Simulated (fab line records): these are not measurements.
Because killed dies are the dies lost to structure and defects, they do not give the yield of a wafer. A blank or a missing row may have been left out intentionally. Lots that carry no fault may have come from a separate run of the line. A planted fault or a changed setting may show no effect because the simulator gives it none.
fab line records	flow nandHarc	part 1 of 2: steps 1 to 4 of 6
record lots=22	wafers=66	lastDay=26
route steps=1159 shown A_CONTACT@910 A_BLC@980
lots that met no fault: from a run of the same line without faults
startH: the number of hours between the record's first day and the start of the first shown wafer of the lot	waitH: time in hours since the lot's previous step	" the same as in the row above	L1.1+2: a single row standing in for several wafers	- no value, or no start given	* or withheld: withheld	< > ~ a bound
route shown NAME@n: names a module that has steps shown in the file, with the first one's number in the route	usual: mean/standard deviation taken from wafers without a fault	same: alike in all rows	chamber/n: place in a boat	sites: the reading at each site	_std_site: their standard deviation	_edge_site: mean of outer sites minus mean of inner sites	radiusMm: how far each site lies from the wafer's centre	mask NAME#n: copy n	behind: the tool/chamber that last shaped the wafer	hold: reason for holding the lot/hours on hold/outcome of the hold	device: the n, p or np transistor that did not switch	end of line: tests of these same wafers at the route's end	step lacking rows: just its recipe	killed: count of dies lost to structure and defects at first sort (not the wafer's yield)	map: per-die view of a wafer (x killed, . not killed, _ where there is no die)
set.NAME: the setting that was run; set.NAME@STEP: the one run at that earlier step	model.NAME: the simulator's own value behind a step, which no gauge read
one table for each step of the route and one row for each wafer, over a sample of lots
services: the hour from which a tool's chamber was out of use, counted from the record's first day as startH (under 0 if before that day), plus the number of hours and why
## steps
# step NHARC_A_CONTACT_ETCH_130
# recipe sourceW=withheld	pressureMtorr=20	biasV=1200	timeS=155	targetDepthA=9560	arFlowSccm=withheld	c4f8FlowSccm=withheld	o2FlowSccm=withheld	chemistry=C4F8/O2/Ar
lot.wafer	tool	chamber	startH	waitH	rfHoursCounterH
L074.3	harCapEtch-01	0	375.29	0.1	-
L074.4	"	1	"	"	-
L074.5	"	0	"	"	-
L077.1	harCapEtch-03	1	385.40	0.1	83
L077.2	"	0	"	"	83
L077.5	"	0	"	"	-
L075.3	harCapEtch-02	1	387.43	0.1	-
L075.4	"	0	"	"	-
L075.5	"	0	"	"	-
L076.1	harCapEtch-02	1	392.34	0.1	14
L076.4	"	1	"	"	-
L076.3	"	0	"	"	-
L078.2	harCapEtch-03	1	395.18	0.2	85
L078.1	"	0	"	"	85
L078.4	"	0	"	"	-
L080.2	harCapEtch-01	1	412.58	0.1	63
L080.3	"	1	"	"	-
L080.5	"	1	"	"	-
L079.2	harCapEtch-03	1	414.58	0.1	88
L079.4	"	0	"	"	-
L079.5	"	1	"	"	-
L081.4	harCapEtch-02	0	427.00	0.1	-
L081.5	"	1	"	"	-
L081.6	"	0	"	"	-
L083.2	harCapEtch-03	0	428.83	0.2	91
L083.4	"	0	"	"	-
L083.3	"	1	"	"	-
L082.3	harCapEtch-01	1	439.46	0.1	-
L082.5	"	1	"	"	-
L082.6	"	0	"	"	-
L087.2	harCapEtch-01	1	452.31	0.1	69
L087.4	"	1	"	"	-
L087.6	"	1	"	"	-
L085.2	harCapEtch-03	1	454.45	0.1	96
L085.4	"	0	"	"	-
L085.6	"	0	"	"	-
L086.2	harCapEtch-03	1	461.30	0.2	97
L086.3	"	0	"	"	-
L086.6	"	0	"	"	-
L090.2	harCapEtch-02	0	472.81	0.1	27
L090.6	"	0	"	"	-
L090.5	"	1	"	"	-
L088.2	harCapEtch-03	1	474.57	0.1	100
L088.1	"	0	"	"	100
L088.5	"	1	"	"	-
L091.2	harCapEtch-02	0	486.51	0.1	30
L091.3	"	0	"	"	-
L091.6	"	0	"	"	-
L092.1	harCapEtch-03	0	488.55	0.1	102
L092.4	"	0	"	"	-
L092.3	"	1	"	"	-
L094.2	harCapEtch-03	0	502.29	0.1	104
L094.1	"	1	"	"	104
L094.3	"	0	"	"	-
L093.1	harCapEtch-02	0	505.60	0.1	33
L093.2	"	1	"	"	33
L093.5	"	1	"	"	-
L095.2	harCapEtch-01	1	507.84	0.1	78
L095.3	"	0	"	"	-
L095.6	"	0	"	"	-
L096.2	harCapEtch-03	0	527.72	0.1	107
L096.3	"	1	"	"	-
L096.6	"	1	"	"	-
L097.2	harCapEtch-03	1	542.13	0.1	111
L097.4	"	0	"	"	-
L097.6	"	0	"	"	-
# step NHARC_A_CONTACT_DESCUM_13
# recipe timeS=3	o2FlowSccm=200	arFlowSccm=0	biasPowerW=0	chemistry=O2
# usual drypumpMotorCurrentA=5.7/0.5	oesProductAu=1.001/0.01	rfVppV=57.7/0.84	showerheadPlenumPTorr=1.90/0.068	throttleValvePct=11.311/0.0086
lot.wafer	tool	chamber	startH	waitH	drypumpMotorCurrentA	oesProductAu	rfHoursCounterH	rfVppV	showerheadPlenumPTorr	throttleValvePct
L074.3	rieDiel-01	0	380.41	0.1	5.6	0.997	14	57.6	1.89	11.314
L074.4	"	3	"	"	6.2	0.990	13	56.6	1.85	11.319
L074.5	"	0	"	"	5.7	0.991	-	56.9	1.89	11.328
L077.2	rieDiel-01	3	389.85	0.1	6.2	1.004	16	58.2	1.85	11.306
L077.1	"	0	"	"	5.6	1.015	16	57.9	1.89	11.309
L077.5	"	0	"	"	5.6	1.020	-	58.7	1.89	11.310
L075.4	rieDiel-01	2	391.61	0.1	5.1	1.021	15	57.6	1.85	11.307
L075.3	"	3	"	"	6.2	0.991	16	59.4	1.85	11.309
L075.5	"	1	"	"	5.4	1.000	-	58.6	2.00	11.309
L076.3	rieDiel-01	1	399.94	0.1	5.4	0.993	17	58.5	1.99	11.315
L076.4	"	2	"	"	5.1	1.010	16	57.7	1.85	11.312
L076.1	"	3	"	"	6.2	0.996	17	58.6	1.85	11.312
L078.1	rieDiel-01	0	401.71	0.1	5.7	1.004	18	58.1	1.89	11.313
L078.2	"	2	"	"	5.1	1.016	16	55.6	1.85	11.300
L078.4	"	3	"	"	6.2	1.001	17	57.4	1.85	11.321
L080.3	rieDiel-01	2	420.33	0.1	5.1	1.005	20	56.2	1.85	11.314
L080.2	"	3	"	"	6.2	0.997	20	58.3	1.85	11.317
L080.5	"	0	"	"	5.7	1.008	-	56.0	1.89	11.315
L079.2	rieDiel-12	3	426.28	0.1	5.9	1.003	11	57.0	1.84	11.308
L079.4	"	2	"	"	5.6	0.997	-	57.8	1.81	11.316
L079.5	"	3	"	"	5.9	1.006	-	58.0	1.84	11.306
L081.4	rieDiel-02	2	431.36	0.1	5.4	1.001	38	58.1	2.06	11.319
L081.6	"	3	"	"	6.1	0.985	-	56.8	1.98	11.300
L081.5	"	0	"	"	6.6	0.985	-	57.0	1.85	11.313
L083.2	rieDiel-02	3	433.74	0.1	6.1	0.985	38	57.2	1.98	11.315
L083.4	"	0	"	"	6.5	0.984	33	57.6	1.85	11.306
L083.3	"	1	"	"	6.7	0.997	34	57.0	1.86	11.316
L082.3	rieDiel-02	0	444.78	0.1	6.6	1.002	38	57.3	1.85	11.318
L082.5	"	2	"	"	5.4	1.011	-	58.9	2.06	11.311
L082.6	"	3	"	"	6.1	0.994	-	57.6	1.97	11.319
L087.2	rieDiel-01	3	457.23	0.1	6.2	0.994	27	59.1	1.85	11.299
L087.4	"	2	"	"	5.1	1.006	26	57.7	1.85	11.317
L087.6	"	3	"	"	6.2	0.995	-	57.5	1.85	11.294
L085.2	rieDiel-01	3	459.09	0.1	6.2	0.980	28	57.1	1.85	11.318
L085.4	"	0	"	"	5.7	1.004	28	57.3	1.89	11.304
L085.6	"	0	"	"	5.7	0.996	-	58.0	1.89	11.314
L086.2	rieDiel-01	1	465.91	0.1	5.4	0.987	29	59.0	1.99	11.291
L086.3	"	2	"	"	5.1	1.008	29	58.1	1.85	11.323
L086.6	"	2	"	"	5.1	1.005	-	55.7	1.84	11.300
L090.2	rieDiel-12	3	479.47	0.1	5.8	0.990	32	57.4	1.83	11.319
L090.6	"	3	"	"	5.9	1.002	-	57.3	1.83	11.306
L090.5	"	0	"	"	6.7	1.001	-	58.7	1.87	11.309
L088.2	rieDiel-12	0	480.82	0.1	6.7	1.002	18	56.9	1.87	11.311
L088.1	"	3	"	"	5.9	0.988	33	58.7	1.83	11.302
L088.5	"	0	"	"	6.7	0.996	-	58.0	1.87	11.309
L091.3	rieDiel-12	0	492.65	0.1	6.7	1.004	21	57.2	1.87	11.311
L091.2	"	3	"	"	5.9	1.000	37	56.0	1.83	11.310
L091.6	"	1	"	"	5.3	1.012	-	58.4	1.93	11.300
L092.1	rieDiel-02	3	493.01	0.1	6.1	1.006	62	57.7	1.97	11.307
L092.4	"	0	"	"	6.5	0.992	58	56.4	1.84	11.294
L092.3	"	2	"	"	5.4	1.016	62	57.4	2.06	11.290
L094.1	rieDiel-12	3	507.76	0.1	5.9	0.999	43	56.5	1.83	11.314
L094.3	"	0	"	"	6.7	1.002	28	56.9	1.87	11.319
L094.2	"	1	"	"	5.4	1.022	44	56.8	1.93	11.319
L093.1	rieDiel-01	2	510.25	0.1	5.1	1.014	1	57.7	1.84	11.309
L093.2	"	3	"	"	6.2	0.997	1	57.9	1.85	11.304
L093.5	"	2	"	"	5.1	1.017	-	58.1	1.84	11.294
L095.2	rieDiel-12	1	512.16	0.1	5.4	1.019	45	57.7	1.93	11.316
L095.3	"	3	"	"	5.8	0.998	45	56.7	1.83	11.327
L095.6	"	0	"	"	6.7	1.010	-	58.2	1.87	11.313
L096.2	rieDiel-01	1	535.32	0.1	5.4	1.007	7	56.8	1.99	11.323
L096.3	"	2	"	"	5.1	1.028	7	58.6	1.84	11.301
L096.6	"	0	"	"	5.6	1.010	-	58.5	1.88	11.295
L097.4	rieDiel-01	1	551.63	0.1	5.4	1.005	12	57.8	1.99	11.305
L097.2	"	2	"	"	5.1	1.010	12	58.2	1.84	11.314
L097.6	"	1	"	"	5.4	1.003	-	57.7	1.99	11.314
# step NHARC_A_CONTACT_ETCH_88
# recipe targetDepthA=390	overEtchFrac=0.3	timeS=65	ionEnergyEv=80	cf4FlowSccm=150	arFlowSccm=0	rfW=300	biasW=100	chemistry=CF4
# usual drypumpMotorCurrentA=5.8/0.51	oesProductAu=1.002/0.0092	rfVppV=151.0/1.2	showerheadPlenumPTorr=1.75/0.056	throttleValvePct=13.283/0.0091
lot.wafer	tool	chamber	startH	waitH	drypumpMotorCurrentA	oesProductAu	rfHoursCounterH	rfVppV	showerheadPlenumPTorr	throttleValvePct
L074.4	rieDiel-01	0	380.50	0.1	5.7	1.011	14	150.4	1.75	13.275
L074.3	"	2	"	"	5.1	1.006	12	150.3	1.71	13.285
L074.5	"	1	"	"	5.4	0.992	-	151.9	1.84	13.277
L077.1	rieDiel-01	1	389.94	0.1	5.4	0.988	15	153.0	1.84	13.281
L077.2	"	3	"	"	6.2	0.992	16	151.1	1.72	13.276
L077.5	"	0	"	"	5.6	1.004	-	150.1	1.75	13.275
L075.4	rieDiel-01	2	391.69	0.1	5.1	1.007	15	150.5	1.71	13.291
L075.3	"	0	"	"	5.6	1.010	16	151.1	1.75	13.254
L075.5	"	2	"	"	5.1	1.011	-	150.8	1.71	13.296
L076.4	rieDiel-01	0	400.06	0.1	5.7	1.016	18	151.1	1.75	13.284
L076.1	"	1	"	"	5.4	1.000	17	153.1	1.84	13.278
L076.3	"	3	"	"	6.2	0.993	17	151.6	1.72	13.270
L078.2	rieDiel-01	3	401.81	0.1	6.2	1.013	17	148.5	1.71	13.288
L078.1	"	0	"	"	5.6	1.006	18	151.6	1.75	13.273
L078.4	"	1	"	"	5.4	1.000	17	151.7	1.84	13.303
L080.2	rieDiel-01	3	420.40	0.1	6.2	1.001	20	151.2	1.71	13.272
L080.3	"	2	"	"	5.1	0.995	20	150.3	1.71	13.281
L080.5	"	0	"	"	5.7	1.003	-	151.2	1.75	13.296
L079.2	rieDiel-12	3	426.38	0.1	5.9	1.009	11	150.6	1.71	13.270
L079.5	"	2	"	"	5.6	0.992	-	149.7	1.68	13.279
L079.4	"	1	"	"	5.3	1.013	-	150.4	1.79	13.280
L081.4	rieDiel-02	0	431.44	0.1	6.6	0.994	32	150.5	1.72	13.282
L081.6	"	1	"	"	6.7	1.005	-	151.5	1.73	13.282
L081.5	"	2	"	"	5.4	1.001	-	152.7	1.90	13.295
L083.3	rieDiel-02	0	433.81	0.1	6.5	0.997	33	150.3	1.72	13.279
L083.4	"	1	"	"	6.7	1.010	34	149.7	1.73	13.276
L083.2	"	2	"	"	5.4	0.995	39	154.4	1.90	13.282
L082.3	rieDiel-02	2	444.86	0.1	5.4	1.003	43	152.1	1.90	13.285
L082.5	"	0	"	"	6.6	0.995	-	150.9	1.71	13.272
L082.6	"	1	"	"	6.7	1.006	-	150.6	1.72	13.266
L087.4	rieDiel-01	2	457.32	0.1	5.1	1.023	26	149.3	1.71	13.280
L087.2	"	0	"	"	5.6	1.008	28	149.9	1.75	13.286
L087.6	"	2	"	"	5.1	1.026	-	149.5	1.71	13.284
L085.2	rieDiel-01	0	459.19	0.1	5.6	0.996	28	150.9	1.75	13.279
L085.4	"	2	"	"	5.1	0.997	27	150.7	1.71	13.275
L085.6	"	0	"	"	5.7	0.997	-	152.5	1.75	13.298
L086.2	rieDiel-01	2	466.00	0.1	5.1	1.005	29	148.7	1.71	13.290
L086.3	"	3	"	"	6.2	0.996	29	150.4	1.71	13.286
L086.6	"	2	"	"	5.1	1.016	-	151.0	1.71	13.279
L090.2	rieDiel-12	0	479.55	0.1	6.7	0.998	17	150.3	1.73	13.292
L090.5	"	0	"	"	6.7	1.000	-	149.9	1.73	13.292
L090.6	"	1	"	"	5.4	1.015	-	152.3	1.79	13.282
L088.2	rieDiel-12	1	480.91	0.1	5.4	1.021	32	151.7	1.79	13.274
L088.1	"	2	"	"	5.6	0.995	32	148.6	1.68	13.265
L088.5	"	2	"	"	5.6	0.997	-	149.5	1.68	13.283
L091.2	rieDiel-12	3	492.74	0.1	5.9	1.008	37	149.8	1.70	13.278
L091.3	"	0	"	"	6.7	1.012	21	150.1	1.73	13.277
L091.6	"	2	"	"	5.6	1.002	-	150.7	1.67	13.280
L092.3	rieDiel-02	0	493.10	0.1	6.6	0.985	58	151.3	1.71	13.280
L092.4	"	1	"	"	6.7	1.000	58	151.7	1.72	13.285
L092.1	"	2	"	"	5.4	1.001	62	154.4	1.89	13.281
L094.3	rieDiel-12	0	507.83	0.1	6.7	1.000	28	151.7	1.73	13.289
L094.2	"	2	"	"	5.6	1.003	44	151.5	1.67	13.282
L094.1	"	3	"	"	5.8	1.000	43	149.7	1.70	13.281
L093.2	rieDiel-01	0	510.42	0.2	5.7	1.007	1	150.6	1.75	13.271
L093.1	"	2	"	"	5.1	1.029	1	151.3	1.71	13.283
L093.5	"	3	"	"	6.2	0.997	-	150.3	1.71	13.295
L095.2	rieDiel-12	0	512.25	0.1	6.6	1.005	29	151.8	1.73	13.282
L095.3	"	2	"	"	5.6	0.998	45	149.3	1.67	13.290
L095.6	"	3	"	"	5.9	0.995	-	148.7	1.70	13.285
L096.2	rieDiel-01	1	535.41	0.1	5.4	0.995	7	150.8	1.83	13.287
L096.3	"	2	"	"	5.1	1.012	8	150.6	1.71	13.293
L096.6	"	0	"	"	5.7	1.003	-	151.3	1.74	13.273
L097.2	rieDiel-01	1	552.07	0.4	5.4	1.014	12	152.9	1.83	13.291
L097.4	"	0	"	"	5.6	1.000	12	151.3	1.74	13.289
L097.6	"	1	"	"	5.4	1.011	-	151.7	1.83	13.275
# step NHARC_A_CONTACT_ETCH_89
# recipe targetDepthA=2600	overEtchFrac=0.3	timeS=475.3	ionEnergyEv=200	n2FlowSccm=150	h2FlowSccm=150	arFlowSccm=0	rfW=400	biasW=150	chemistry=N2/H2
# usual drypumpMotorCurrentA=5.8/0.49	oesProductAu=1.003/0.0094	rfVppV=429.8/2.2	showerheadPlenumPTorr=2.01/0.074	throttleValvePct=14.171/0.0086
lot.wafer	tool	chamber	startH	waitH	drypumpMotorCurrentA	oesProductAu	rfHoursCounterH	rfVppV	showerheadPlenumPTorr	throttleValvePct
L074.3	rieDiel-01	3	-	-	6.2	0.998	13	428.2	1.97	14.163
L074.4	"	2	"	"	5.1	1.003	12	429.1	1.97	14.161
L074.5	"	3	"	"	6.2	0.995	-	428.7	1.97	14.169
L077.2	rieDiel-01	0	-	-	5.7	1.002	16	430.5	2.02	14.173
L077.1	"	1	"	"	5.4	0.992	15	432.7	2.13	14.162
L077.5	"	2	"	"	5.1	1.017	-	428.2	1.97	14.160
L075.3	rieDiel-01	0	-	-	5.7	1.001	17	429.7	2.02	14.173
L075.4	"	3	"	"	6.2	0.991	16	428.5	1.97	14.166
L075.5	"	0	"	"	5.7	1.002	-	431.4	2.02	14.170
L076.1	rieDiel-01	0	-	-	5.6	1.001	18	430.3	2.02	14.175
L076.3	"	1	"	"	5.4	0.997	17	432.9	2.13	14.175
L076.4	"	3	"	"	6.2	0.994	17	427.9	1.97	14.173
L078.1	rieDiel-01	1	-	-	5.4	0.998	17	433.1	2.13	14.195
L078.2	"	2	"	"	5.1	1.018	16	429.7	1.97	14.171
L078.4	"	3	"	"	6.2	0.991	17	428.4	1.97	14.149
L080.3	rieDiel-01	1	-	-	5.4	1.010	21	432.6	2.13	14.178
L080.2	"	2	"	"	5.1	1.002	20	428.3	1.97	14.167
L080.5	"	2	"	"	5.1	1.002	-	430.4	1.97	14.183
L079.2	rieDiel-12	1	-	-	5.4	1.024	11	431.3	2.07	14.155
L079.5	"	2	"	"	5.6	1.003	-	426.9	1.93	14.179
L079.4	"	3	"	"	5.9	1.006	-	428.7	1.96	14.175
L081.4	rieDiel-02	2	-	-	5.4	1.001	38	434.3	2.20	14.176
L081.5	"	2	"	"	5.4	1.001	-	435.0	2.20	14.182
L081.6	"	3	"	"	6.2	0.990	-	431.2	2.11	14.171
L083.4	rieDiel-02	2	-	-	5.4	1.012	39	433.9	2.20	14.173
L083.2	"	3	"	"	6.1	0.987	38	430.9	2.11	14.174
L083.3	"	0	"	"	6.6	0.999	33	427.9	1.97	14.178
L082.3	rieDiel-02	3	-	-	6.1	0.986	43	433.1	2.11	14.165
L082.6	"	0	"	"	6.6	0.997	-	427.5	1.97	14.187
L082.5	"	1	"	"	6.7	1.009	-	429.2	1.98	14.175
L087.4	rieDiel-01	2	-	-	5.1	1.007	26	429.3	1.97	14.179
L087.2	"	3	"	"	6.2	0.994	27	428.4	1.97	14.170
L087.6	"	3	"	"	6.2	1.000	-	428.8	1.97	14.176
L085.4	rieDiel-01	2	-	-	5.1	1.013	27	428.7	1.96	14.153
L085.2	"	1	"	"	5.4	0.998	27	433.1	2.13	14.183
L085.6	"	2	"	"	5.1	1.008	-	427.6	1.97	14.166
L086.2	rieDiel-01	2	-	-	5.1	1.015	29	427.7	1.96	14.155
L086.3	"	1	"	"	5.4	1.003	30	431.0	2.12	14.178
L086.6	"	2	"	"	5.1	1.021	-	428.1	1.96	14.160
L090.2	rieDiel-12	2	-	-	5.7	1.001	31	425.3	1.92	14.183
L090.5	"	2	"	"	5.7	0.991	-	428.0	1.92	14.176
L090.6	"	3	"	"	5.9	1.006	-	426.9	1.95	14.164
L088.1	rieDiel-12	0	-	-	6.7	1.005	18	428.9	1.99	14.181
L088.2	"	3	"	"	5.9	1.012	33	428.9	1.95	14.167
L088.5	"	1	"	"	5.3	1.021	-	430.3	2.06	14.176
L091.3	rieDiel-12	3	-	-	5.9	0.997	37	427.5	1.95	14.173
L091.2	"	0	"	"	6.8	1.001	21	427.9	1.99	14.173
L091.6	"	2	"	"	5.6	0.978	-	427.6	1.92	14.169
L092.4	rieDiel-02	3	-	-	6.1	1.004	62	432.4	2.10	14.176
L092.1	"	0	"	"	6.5	0.995	58	428.5	1.96	14.168
L092.3	"	2	"	"	5.4	1.015	62	436.3	2.20	14.179
L094.3	rieDiel-12	2	-	-	5.6	0.996	44	426.2	1.92	14.174
L094.2	"	3	"	"	5.9	1.003	43	428.5	1.95	14.162
L094.1	"	1	"	"	5.3	1.009	44	430.1	2.06	14.168
L093.2	rieDiel-01	3	-	-	6.2	1.000	1	427.6	1.97	14.167
L093.1	"	1	"	"	5.4	1.011	1	432.7	2.12	14.174
L093.5	"	0	"	"	5.7	1.010	-	429.5	2.01	14.184
L095.3	rieDiel-12	3	-	-	5.9	1.014	45	427.5	1.95	14.142
L095.2	"	1	"	"	5.4	1.022	45	428.9	2.06	14.175
L095.6	"	0	"	"	6.7	1.014	-	428.7	1.99	14.171
L096.2	rieDiel-01	3	-	-	6.2	0.994	7	429.6	1.96	14.156
L096.3	"	1	"	"	5.4	1.009	7	432.3	2.12	14.176
L096.6	"	3	"	"	6.2	0.995	-	429.5	1.96	14.172
L097.4	rieDiel-01	2	-	-	5.1	1.028	12	427.9	1.96	14.181
L097.2	"	3	"	"	6.2	1.013	12	428.1	1.96	14.183
L097.6	"	3	"	"	6.2	1.002	-	428.0	1.96	14.166
